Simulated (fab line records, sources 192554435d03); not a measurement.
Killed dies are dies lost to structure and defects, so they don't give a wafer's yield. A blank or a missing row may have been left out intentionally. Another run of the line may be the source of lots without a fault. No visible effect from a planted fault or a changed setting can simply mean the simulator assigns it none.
Comparing a struck lot with a sound one / flow n5-finfet / 36 out of 1938 route steps
Sound: the wafers L251.1, L251.5, L251.6. Struck: wafer L259.2. (L259.3 of the same lot was not struck and is left out.) The cause comes at the end.
Each step with rows lists, per side, the tool, then ch with its chambers, then its first start. Under that, the readings that differ: sound wafers / struck wafers / difference of the means / sigmas: that difference in standard deviations of wafers without a fault.
alike: same words and numbers on both sides, and readings whose means sit less than 2 such deviations apart. not compared: any withheld reading, any reading some wafer has no value for, any bound like >300 that may hide the same value, and any number with overlapping values for which the record gives no deviation.
A row with sigmas, a row that says differs or no value, or rows on one side alone: a step with any of these is where the two part. Numbers that have no deviation but don't overlap get no sigmas and don't part them. A reading that every wafer of one side lacks parts them only if that side has two wafers or more.

first, 8 steps without rows for these wafers: N5_BEOL_M8_SPUTTER_48 (material Cu, target thk 10 nm, time 1.667 s); N5_BEOL_M8_ECD_50 (material Cu, target thk 300 nm); N5_BEOL_M8_ANNEAL_51 (time 90 s); N5_BEOL_M8_CMP_52 (polishes, stops on SiCOH lowk, t overpolish 6.9 s, target thk 80 nm); N5_BEOL_M8_PRE_CLEAN_55 (time 15 s); N5_BEOL_M8_DEP_56 (deposits SiCN from 3MS/NH3, target thk 10 nm, time 17.5 s); N5_BEOL_M9_ILD_DEP_00 (deposits SiCOH lowk from DEMS/porogen, target thk 308.51 nm, time 58 s); N5_BEOL_M9_CURE_71 (cures SiCOH lowk, time 240 s).
N5_BEOL_M9_PECVD_70: deposits SiO2 from TEOS/O2, target thk 20 nm, time 22.7 s.
  sound on pecvd-04 ch 1,2, day 10 23:47; struck on pecvd-04 ch 2, day 13 08:12
reading=model.SiO2_of_BEOL_M9_PECVD_70.thk-nm (nm); sound=19.8 20.2 20; struck=18; difference=-2; sigmas=
  alike: heater-power-w, showerhead-plenum-p-Torr, throttle-valve-pct
then, 25 steps without rows for these wafers: N5_BEOL_M9_HM_DEP_02 (deposits TiN, target thk 20 nm); N5_BEOL_M9_COAT_59 (time 60 s, resist thk 100 nm); N5_BEOL_M9_COAT_60 (time 60 s, resist thk 30 nm); N5_BEOL_M9_COAT_05 (resist thk 90 nm); N5_BEOL_M9_EBR_07; N5_BEOL_M9_SOFTBAKE_06 (time 60 s); N5_BEOL_M9_EXPOSE_08 (exposes mask M9); N5_BEOL_M9_PEB_09 (peb time 60 s); N5_BEOL_M9_DEVELOP_10 (develop time 30 s); N5_BEOL_M9_DESCUM_16 (chemistry O2, time 7.9 s); N5_BEOL_M9_ETCH_61 (etches SiARC in CF4, target depth 39 nm, time 65 s); N5_BEOL_M9_ETCH_62 (etches SOC in N2/H2, target depth 110 nm, overetch 22 nm, time 165 s); N5_BEOL_M9_STRIP_68 (strips in N2/H2); N5_BEOL_M9_STRIP_67 (strips in CF4); N5_BEOL_M9_HM_OPEN_17 (chemistry Cl2/BCl3, target TiN, target depth 20 nm, overetch 6 nm); N5_BEOL_M9_STRIP_19 (strips in O2); N5_BEOL_M9_COAT_63 (time 60 s, resist thk 60 nm); N5_BEOL_M9_COAT_64 (time 60 s, resist thk 12 nm); N5_BEOL_M9_COAT_75 (time 60 s, resist thk 5 nm); N5_BEOL_M9_COAT_22 (resist thk 30 nm); N5_BEOL_M9_EBR_24; N5_BEOL_M9_SOFTBAKE_23 (time 60 s); N5_BEOL_M9_EXPOSE_25 (exposes mask V8); N5_BEOL_M9_PEB_26 (peb time 60 s); N5_BEOL_M9_DEVELOP_27 (develop time 30 s).
N5_BEOL_M9_HM_STRIP_39: strips TiN in peroxide tin strip, target depth 25 nm, time 158 s.
  sound on wet-bench-05 ch 2,4,5, day 11 03:01; struck on wet-bench-05 ch 1, day 13 12:02
reading=model.SiO2_of_BEOL_M9_PECVD_70.thk-nm (nm); sound=19.6 20 19.8; struck=17.8; difference=-2.0; sigmas=
following that, these wafers have no rows for 1 step: N5_PASSIVATION_PROBE_49.

## WHERE THEY PART
Nowhere in this record.

WHY: the cause the simulator had injected
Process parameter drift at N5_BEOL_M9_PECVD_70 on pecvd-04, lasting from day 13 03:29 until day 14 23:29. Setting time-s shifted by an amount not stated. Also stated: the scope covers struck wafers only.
